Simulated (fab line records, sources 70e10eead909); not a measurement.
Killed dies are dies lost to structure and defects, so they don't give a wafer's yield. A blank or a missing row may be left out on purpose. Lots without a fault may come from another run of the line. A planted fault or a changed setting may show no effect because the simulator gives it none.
Which tool did it? | flow nand_harc | 24 lots, 72 wafers sampled, at 6 steps of a route of 1302

WHAT THE GAUGES READ, wafer by wafer
NHARC_P_M2_THK_MEAS_24: measures by xrf. Usual: thk_nm 144.5 nm, standard deviation 1.8.
lot  | measured     | on            | thk_nm (nm)       | flag
L074 | day 6 16:39  | film_metro-02 | 143.4 143.9 143.6 |
L075 | day 6 19:49  | film_metro-02 | 144.4 140.8 147.1 |
L076 | day 7 07:40  | film_metro-02 | 143.6 145.7 143.9 |
L077 | day 7 19:04  | film_metro-02 | 147.9 142.9 143.1 |
L078 | day 8 06:49  | film_metro-01 | 145.4 145.6 143.0 |
L079 | day 8 11:59  | film_metro-01 | 144.8 143.2 145.1 |
L080 | day 9 05:29  | film_metro-02 | 144.3 141.9 142.2 |
L081 | day 9 16:43  | film_metro-02 | 143.5 144.1 142.9 |
L082 | day 9 21:17  | film_metro-02 | 146.9 144.3 144.2 |
L083 | day 10 14:37 | film_metro-02 | 145.8 147.2 145.1 |
L084 | day 10 18:52 | film_metro-02 | 141.8 142.8 142.5 |
L085 | day 10 22:40 | film_metro-01 | 145.7 147.1 143.5 |
L086 | day 11 10:10 | film_metro-01 | 144.9 146.4 146.0 |
L087 | day 11 21:28 | film_metro-02 | 148.6 145.9 145.0 |
L089 | day 12 16:09 | film_metro-01 | 142.2 144.4 142.8 |
L088 | day 12 18:33 | film_metro-01 | 144.5 143.4 145.8 |
L090 | day 13 11:58 | film_metro-02 | 146.4 146.7 147.4 |
L091 | day 13 14:18 | film_metro-01 | 146.7 144.9 144.1 |
L092 | day 14 00:20 | film_metro-02 | 142.2 147.2 144.3 |
L093 | day 14 09:40 | film_metro-02 | 142.4 143.9 145.8 |
L094 | day 15 01:07 | film_metro-01 | 141.1 144.8 139.4 |
L095 | day 15 04:55 | film_metro-02 | 145.8 146.9 146.7 |
L096 | day 15 18:13 | film_metro-01 | 143.4 142.5 145.2 |
L097 | day 16 04:43 | film_metro-01 | 144.9 144.8 143.1 |

NHARC_A_ZERO_WELL_CD_MEAS_10: target cd 2000 nm. Usual: cd_nm 1999.8 nm, standard deviation 1.9.
lot  | measured     | on        | cd_nm (nm)           | flag
L074 | day 6 22:38  | cd_sem-01 | 2002.8 2003.6 1999.9 |
L075 | day 7 01:49  | cd_sem-02 | 1999.7 1999.6 2000.7 |
L076 | day 7 13:44  | cd_sem-02 | 1998.8 2000.9 2000.5 |
L077 | day 8 01:04  | cd_sem-01 | 1996.6 1998.3 1999.5 |
L078 | day 8 12:50  | cd_sem-02 | 2000.6 2002.5 2003.0 |
L079 | day 8 17:59  | cd_sem-03 | 1999.8 1999.2 2000.3 |
L080 | day 9 11:26  | cd_sem-03 | 1998.5 1997.8 1998.1 |
L081 | day 9 22:39  | cd_sem-01 | 1999.3 1998.9 2002.6 |
L082 | day 10 03:16 | cd_sem-01 | 1997.9 2000.8 1996.8 |
L083 | day 10 21:07 | cd_sem-01 | 1999.0 1999.3 1998.3 |
L084 | day 11 00:37 | cd_sem-02 | 1997.3 2000.2 2003.8 |
L085 | day 11 04:27 | cd_sem-01 | 2001.9 1997.7 1999.0 |
L086 | day 11 16:08 | cd_sem-03 | 1997.0 1998.0 1998.5 |
L087 | day 12 03:22 | cd_sem-02 | 2000.3 2005.3 1995.8 |
L089 | day 12 22:05 | cd_sem-01 | 2000.3 2001.9 2000.8 |
L088 | day 13 00:32 | cd_sem-01 | 2000.1 1999.0 1999.7 |
L090 | day 13 18:01 | cd_sem-02 | 1998.7 2000.4 1996.4 |
L091 | day 13 20:19 | cd_sem-01 | 1996.9 1999.1 1999.0 |
L092 | day 14 06:24 | cd_sem-01 | 1999.8 1999.2 1999.4 |
L093 | day 14 15:52 | cd_sem-03 | 1999.6 2000.1 1998.1 |
L094 | day 15 07:17 | cd_sem-01 | 2000.4 1998.5 2000.4 |
L095 | day 15 10:56 | cd_sem-02 | 2000.8 2002.4 2000.3 |
L096 | day 16 00:08 | cd_sem-02 | 1998.5 1999.4 2001.6 |
L097 | day 16 10:43 | cd_sem-01 | 2000.3 2001.8 2001.1 |

WHICH TOOL RAN EACH LOT (tool, then ch and the chambers of the sampled wafers, then the start)
lot  | NHARC_P_M2_CMP_23             | NHARC_P_BONDPAD_ETCH_24                       | NHARC_P_BONDPAD_CMP_19        | NHARC_P_BONDPAD_ACTIVATE_29
L074 | cmp-01 ch 0,2,3, day 6 16:20  | rie_diel-02 ch 0,2,3, day 6 20:50 or earlier  | cmp-01 ch 0,2,3, day 6 20:50  | rie_diel-11 ch 1,2,3, day 6 21:23
L075 | cmp-01 ch 0,1, day 6 19:29    | rie_diel-11 ch 0,1,2, day 6 23:58 or earlier  | cmp-04 ch 0,1,2, day 6 23:58  | rie_diel-02 ch 0,1,2, day 7 00:35
L076 | cmp-01 ch 2,3, day 7 07:20    | rie_diel-11 ch 1,3, day 7 10:23               | cmp-02 ch 0,3, day 7 11:53    | rie_diel-11 ch 0,2, day 7 12:29
L077 | cmp-01 ch 1,2,3, day 7 18:49  | rie_diel-02 ch 0,2,3, day 7 23:13 or earlier  | cmp-02 ch 2,3, day 7 23:13    | rie_diel-02 ch 1,3, day 7 23:49
L078 | cmp-03 ch 1,2,3, day 8 06:33  | rie_diel-11 ch 0,3, day 8 10:59 or earlier    | cmp-02 ch 0,1, day 8 10:59    | rie_diel-02 ch 0,2,3, day 8 11:37
L079 | cmp-03 ch 1,2,3, day 8 11:44  | rie_diel-11 ch 1,2, day 8 16:12 or earlier    | cmp-02 ch 0,2,3, day 8 16:12  | rie_diel-12 ch 0,1,3, day 8 16:45
L080 | cmp-04 ch 1,3, day 9 05:10    | rie_diel-11 ch 0,2, day 9 09:34 or earlier    | cmp-04 ch 0,2,3, day 9 09:34  | rie_diel-12 ch 1,3, day 9 10:08
L081 | cmp-04 ch 1,2,3, day 9 16:26  | rie_diel-02 ch 1,2, day 9 20:50 or earlier    | cmp-01 ch 0,2, day 9 20:50    | rie_diel-11 ch 0,1,3, day 9 21:26
L082 | cmp-03 ch 0,2,3, day 9 21:02  | rie_diel-02 ch 1,3, day 10 01:26 or earlier   | cmp-02 ch 1,2,3, day 10 01:26 | rie_diel-11 ch 0,1,3, day 10 02:01
L083 | cmp-03 ch 1,3, day 10 14:20   | rie_diel-11 ch 0,2,3, day 10 19:16 or earlier | cmp-01 ch 0,2,3, day 10 19:16 | rie_diel-11 ch 0,1,2, day 10 19:52
L084 | cmp-01 ch 0,2,3, day 10 18:33 | rie_diel-02 ch 1,2,3, day 10 22:55 or earlier | cmp-04 ch 0,1,2, day 10 22:55 | rie_diel-11 ch 1,2,3, day 10 23:29
L085 | cmp-03 ch 0,2,3, day 10 22:22 | rie_diel-11 ch 0,2,3, day 11 02:47 or earlier | cmp-01 ch 0,1,3, day 11 02:47 | rie_diel-12 ch 1,3, day 11 03:19
L086 | cmp-04 ch 0,3, day 11 09:52   | rie_diel-11 ch 0,2,3, day 11 14:15 or earlier | cmp-01 ch 0,1, day 11 14:15   | rie_diel-11 ch 0,2, day 11 14:50
L087 | cmp-04 ch 0,2, day 11 21:11   | rie_diel-12 ch 1,2,3, day 12 01:33 or earlier | cmp-02 ch 0,1,3, day 12 01:33 | rie_diel-02 ch 1,2,3, day 12 02:09
L089 | cmp-01 ch 1,2,3, day 12 15:50 | rie_diel-12 ch 2,3, day 12 20:11 or earlier   | cmp-04 ch 0,1,3, day 12 20:11 | rie_diel-11 ch 0,1, day 12 20:50
L088 | cmp-01 ch 2,3, day 12 18:14   | rie_diel-12 ch 0,1,2, day 12 22:50 or earlier | cmp-04 ch 0,1,3, day 12 22:50 | rie_diel-11 ch 0,1,2, day 12 23:23
L090 | cmp-03 ch 0,2,3, day 13 11:41 | rie_diel-11 ch 0,1,2, day 13 16:17 or earlier | cmp-04 ch 0,1,3, day 13 16:17 | rie_diel-12 ch 0,2,3, day 13 16:53
L091 | cmp-01 ch 1,2,3, day 13 14:02 | rie_diel-02 ch 0,1,2, day 13 18:28 or earlier | cmp-04 ch 1,2,3, day 13 18:28 | rie_diel-11 ch 0,3, day 13 19:04
L092 | cmp-04 ch 0,1, day 14 00:02   | rie_diel-02 ch 1,2, day 14 04:33 or earlier   | cmp-02 ch 0,2,3, day 14 04:33 | rie_diel-12 ch 0,1,3, day 14 05:10
L093 | cmp-01 ch 0,1, day 14 09:20   | rie_diel-02 ch 0,2,3, day 14 14:02 or earlier | cmp-02 ch 0,3, day 14 14:02   | rie_diel-12 ch 1,2, day 14 14:38
L094 | cmp-04 ch 0,1, day 15 00:47   | rie_diel-12 ch 1,2,3, day 15 05:32 or earlier | cmp-02 ch 1,2,3, day 15 05:32 | rie_diel-12 ch 1,2,3, day 15 06:10
L095 | cmp-03 ch 1,2,3, day 15 04:40 | rie_diel-02 ch 0,1, day 15 09:07 or earlier   | cmp-04 ch 0,2,3, day 15 09:07 | rie_diel-11 ch 1,2, day 15 09:42
L096 | cmp-01 ch 0,3, day 15 17:55   | rie_diel-02 ch 0,1,3, day 15 22:29 or earlier | cmp-02 ch 1,2,3, day 15 22:29 | rie_diel-11 ch 0,2,3, day 15 23:01
L097 | cmp-03 ch 0,1,2, day 16 04:24 | rie_diel-12 ch 0,2,3, day 16 08:53 or earlier | cmp-04 ch 1,2,3, day 16 08:53 | rie_diel-02 ch 0,1,2, day 16 09:29
- NHARC_P_M2_CMP_23: polishes, t overpolish 20 s, target thk 144.3 nm.
- NHARC_P_BONDPAD_ETCH_24: etches the open film in CF4/N2, target depth 30 nm, time 72.99 s.
- NHARC_P_BONDPAD_CMP_19: polishes, t overpolish 30 s, cu recess touch 16 s, target thk 160.81 nm.
- NHARC_P_BONDPAD_ACTIVATE_29: chemistry N2, time 60 s.

WHAT THE TOOLS THEMSELVES READ (means of the sampled wafers that have a number; where no wafer has one, the mark that the record gives instead)
NHARC_P_M2_CMP_23. Usual: motor_current_A 12.0 A, standard deviation 1.2; slurry_flow_ml_min 150.0, standard deviation 0.44; time_to_endpoint_s 29 s, standard deviation 3.9.
lot  | tool   | motor_current_A (A) | slurry_flow_ml_min | time_to_endpoint_s (s) | flag
L074 | cmp-01 | 12.0                | 149.9              | 25                     |
L075 | cmp-01 | 12.7                | 149.5              | 29                     |
L076 | cmp-01 | 11.2                | 150.1              | 28                     |
L077 | cmp-01 | 12.0                | 149.9              | 31                     |
L078 | cmp-03 | 12.6                | 150.1              | 33                     |
L079 | cmp-03 | 12.8                | 150.0              | 36                     |
L080 | cmp-04 | 10.8                | 150.4              | 24                     |
L081 | cmp-04 | 10.7                | 149.7              | 26                     |
L082 | cmp-03 | 12.3                | 150.3              | 35                     |
L083 | cmp-03 | 12.3                | 149.3              | 32                     |
L084 | cmp-01 | 12.2                | 149.9              | 27                     |
L085 | cmp-03 | 11.7                | 150.1              | 30                     |
L086 | cmp-04 | 11.6                | 150.1              | 28                     |
L087 | cmp-04 | 11.2                | 150.7              | 32                     |
L089 | cmp-01 | 11.7                | 150.3              | 34                     |
L088 | cmp-01 | 11.2                | 150.2              | 27                     |
L090 | cmp-03 | 12.7                | 150.0              | 32                     |
L091 | cmp-01 | 11.4                | 149.6              | 28                     |
L092 | cmp-04 | 11.2                | 149.2              | 28                     |
L093 | cmp-01 | 13.3                | 150.0              | 31                     |
L094 | cmp-04 | 10.5                | 149.7              | 24                     |
L095 | cmp-03 | 12.8                | 149.8              | 34                     |
L096 | cmp-01 | 12.7                | 150.1              | 26                     |
L097 | cmp-03 | 13.4                | 150.0              | 28                     |

NHARC_P_BONDPAD_ETCH_24. Usual: drypump_motor_current_A 5.9 A, standard deviation 0.42; oes_product_au 1.002 a.u., standard deviation 0.016; rf_fwd_power_W 297.6 W, standard deviation 1.1; rf_vpp_V 314.3 V, standard deviation 2; showerhead_plenum_p_Torr 2.63 Torr, standard deviation 0.11; throttle_valve_pct 19.794 %, standard deviation 0.009.
lot  | tool        | drypump_motor_current_A (A) | oes_product_au (a.u.) | rf_fwd_power_W (W) | rf_vpp_V (V) | showerhead_plenum_p_Torr (Torr) | throttle_valve_pct (%) | flag
L074 | rie_diel-02 | 6.0                         | 1.006                 | 298.4              | 312.7        | 2.59                            | 19.799                 |
L075 | rie_diel-11 | 6.3                         | 1.020                 | 297.1              | 315.2        | 2.69                            | 19.792                 |
L076 | rie_diel-11 | 5.5                         | 0.997                 | 297.0              | 316.1        | 2.71                            | 19.799                 |
L077 | rie_diel-02 | 6.0                         | 0.999                 | 297.8              | 313.7        | 2.59                            | 19.794                 |
L078 | rie_diel-11 | 5.7                         | 0.993                 | 296.6              | 316.9        | 2.77                            | 19.789                 |
L079 | rie_diel-11 | 6.1                         | 1.004                 | 296.4              | 313.7        | 2.63                            | 19.792                 |
L080 | rie_diel-11 | 6.2                         | 1.028                 | 297.9              | 316.8        | 2.79                            | 19.796                 |
L081 | rie_diel-02 | 5.9                         | 1.014                 | 298.8              | 312.3        | 2.50                            | 19.796                 |
L082 | rie_diel-02 | 5.8                         | 1.001                 | 298.2              | 312.4        | 2.57                            | 19.796                 |
L083 | rie_diel-11 | 5.9                         | 1.012                 | 297.0              | 317.3        | 2.77                            | 19.785                 |
L084 | rie_diel-02 | 5.9                         | 1.003                 | 298.1              | 314.1        | 2.56                            | 19.799                 |
L085 | rie_diel-11 | 5.9                         | 1.009                 | 297.6              | 316.9        | 2.77                            | 19.796                 |
L086 | rie_diel-11 | 5.9                         | 1.009                 | 296.9              | 317.3        | 2.77                            | 19.795                 |
L087 | rie_diel-12 | 5.5                         | 0.992                 | 296.9              | 314.2        | 2.62                            | 19.789                 |
L089 | rie_diel-12 | 5.4                         | 0.987                 | 298.0              | 314.4        | 2.64                            | 19.790                 |
L088 | rie_diel-12 | 5.8                         | 1.010                 | 297.9              | 313.3        | 2.57                            | 19.791                 |
L090 | rie_diel-11 | 6.2                         | 1.001                 | 296.9              | 314.5        | 2.69                            | 19.798                 |
L091 | rie_diel-02 | 6.0                         | 1.004                 | 297.7              | 312.6        | 2.53                            | 19.799                 |
L092 | rie_diel-02 | 6.2                         | 1.015                 | 298.2              | 311.2        | 2.49                            | 19.787                 |
L093 | rie_diel-02 | 6.0                         | 1.003                 | 297.7              | 314.1        | 2.59                            | 19.794                 |
L094 | rie_diel-12 | 5.5                         | 1.001                 | 297.7              | 313.8        | 2.62                            | 19.798                 |
L095 | rie_diel-02 | 5.9                         | 0.996                 | 298.8              | 313.0        | 2.56                            | 19.799                 |
L096 | rie_diel-02 | 5.8                         | 0.992                 | 298.3              | 313.6        | 2.59                            | 19.794                 |
L097 | rie_diel-12 | 5.5                         | 0.985                 | 297.9              | 314.4        | 2.62                            | 19.795                 |

NHARC_P_BONDPAD_CMP_19. Usual: motor_current_A 11.6 A, standard deviation 1.1; overpolish_run_s 29.999 s, standard deviation 0.0095; slurry_flow_ml_min 150.0, standard deviation 0.46.
lot  | tool   | motor_current_A (A) | overpolish_run_s (s) | slurry_flow_ml_min | flag
L074 | cmp-01 | 12.1                | 29.994               | 149.9              |
L075 | cmp-04 | 10.7                | 29.993               | 150.1              |
L076 | cmp-02 | 11.9                | 30.009               | 150.3              |
L077 | cmp-02 | 11.6                | 30.004               | 150.2              |
L078 | cmp-02 | 12.6                | 30.005               | 150.0              |
L079 | cmp-02 | 11.9                | 29.999               | 149.9              |
L080 | cmp-04 | 11.3                | 29.994               | 150.1              |
L081 | cmp-01 | 12.3                | 29.993               | 149.9              |
L082 | cmp-02 | 11.2                | 29.998               | 149.7              |
L083 | cmp-01 | 12.5                | 29.993               | 149.9              |
L084 | cmp-04 | 10.6                | 29.993               | 149.9              |
L085 | cmp-01 | 12.6                | 30.000               | 149.9              |
L086 | cmp-01 | 13.2                | 29.998               | 150.0              |
L087 | cmp-02 | 11.5                | 29.998               | 150.5              |
L089 | cmp-04 | 11.1                | 29.990               | 150.4              |
L088 | cmp-04 | 11.0                | 29.996               | 150.3              |
L090 | cmp-04 | 11.3                | 29.997               | 150.1              |
L091 | cmp-04 | 10.8                | 30.002               | 149.9              |
L092 | cmp-02 | 11.8                | 30.000               | 150.1              |
L093 | cmp-02 | 11.4                | 29.993               | 149.8              |
L094 | cmp-02 | 11.8                | 30.004               | 149.8              |
L095 | cmp-04 | 11.6                | 30.005               | 149.8              |
L096 | cmp-02 | 11.6                | 30.000               | 150.0              |
L097 | cmp-04 | 10.6                | 29.994               | 150.3              |

NHARC_P_BONDPAD_ACTIVATE_29. Usual: drypump_motor_current_A 5.9 A, standard deviation 0.47; oes_product_au 1.001 a.u., standard deviation 0.016; rf_vpp_V 64.2 V, standard deviation 0.88; showerhead_plenum_p_Torr 1.79 Torr, standard deviation 0.081.
lot  | tool        | drypump_motor_current_A (A) | oes_product_au (a.u.) | rf_vpp_V (V) | showerhead_plenum_p_Torr (Torr) | flag
L074 | rie_diel-11 | 5.7                         | 1.005                 | 64.5         | 1.84                            |
L075 | rie_diel-02 | 6.0                         | 1.005                 | 63.4         | 1.70                            |
L076 | rie_diel-11 | 6.5                         | 1.034                 | 63.9         | 1.86                            |
L077 | rie_diel-02 | 5.8                         | 1.008                 | 64.4         | 1.72                            |
L078 | rie_diel-02 | 6.0                         | 0.993                 | 64.6         | 1.74                            |
L079 | rie_diel-12 | 5.6                         | 1.013                 | 63.3         | 1.76                            |
L080 | rie_diel-12 | 5.3                         | 1.008                 | 64.4         | 1.79                            |
L081 | rie_diel-11 | 6.0                         | 1.006                 | 64.2         | 1.81                            |
L082 | rie_diel-11 | 6.0                         | 1.002                 | 64.5         | 1.81                            |
L083 | rie_diel-11 | 6.3                         | 1.012                 | 64.5         | 1.81                            |
L084 | rie_diel-11 | 5.7                         | 1.001                 | 64.8         | 1.83                            |
L085 | rie_diel-12 | 5.6                         | 1.006                 | 63.8         | 1.76                            |
L086 | rie_diel-11 | 6.4                         | 1.022                 | 64.7         | 1.86                            |
L087 | rie_diel-02 | 5.9                         | 0.998                 | 64.1         | 1.72                            |
L089 | rie_diel-11 | 6.5                         | 0.994                 | 64.5         | 1.79                            |
L088 | rie_diel-11 | 6.3                         | 1.006                 | 64.0         | 1.81                            |
L090 | rie_diel-12 | 5.5                         | 0.982                 | 64.3         | 1.77                            |
L091 | rie_diel-11 | 5.6                         | 0.990                 | 64.7         | 1.87                            |
L092 | rie_diel-12 | 5.6                         | 0.996                 | 63.9         | 1.75                            |
L093 | rie_diel-12 | 5.7                         | 1.007                 | 64.1         | 1.74                            |
L094 | rie_diel-12 | 5.5                         | 0.998                 | 63.9         | 1.76                            |
L095 | rie_diel-11 | 6.1                         | 0.992                 | 64.3         | 1.77                            |
L096 | rie_diel-11 | 5.9                         | 0.984                 | 65.1         | 1.87                            |
L097 | rie_diel-02 | 6.0                         | 1.006                 | 64.6         | 1.70                            |

THE ANSWER, worked out from the rows above alone
Rule: a lot is off if the mean of its wafers that have a number lies more than 3 standard deviations from the usual mean. A lot without any number at a reading at which 4 lots or more have one is off too. The other lots that the step has rows for count as sound. The gauges are gone through in route order, then the tools' own readings, and for those a lot's mean is taken as printed above. The first step at which some lot is off is used, and at that step the reading that is off furthest; a lot without a number counts as furthest.
No lot is off at any reading shown: from this, nothing can be told.

WHAT THE SIMULATOR HAD PUT IN
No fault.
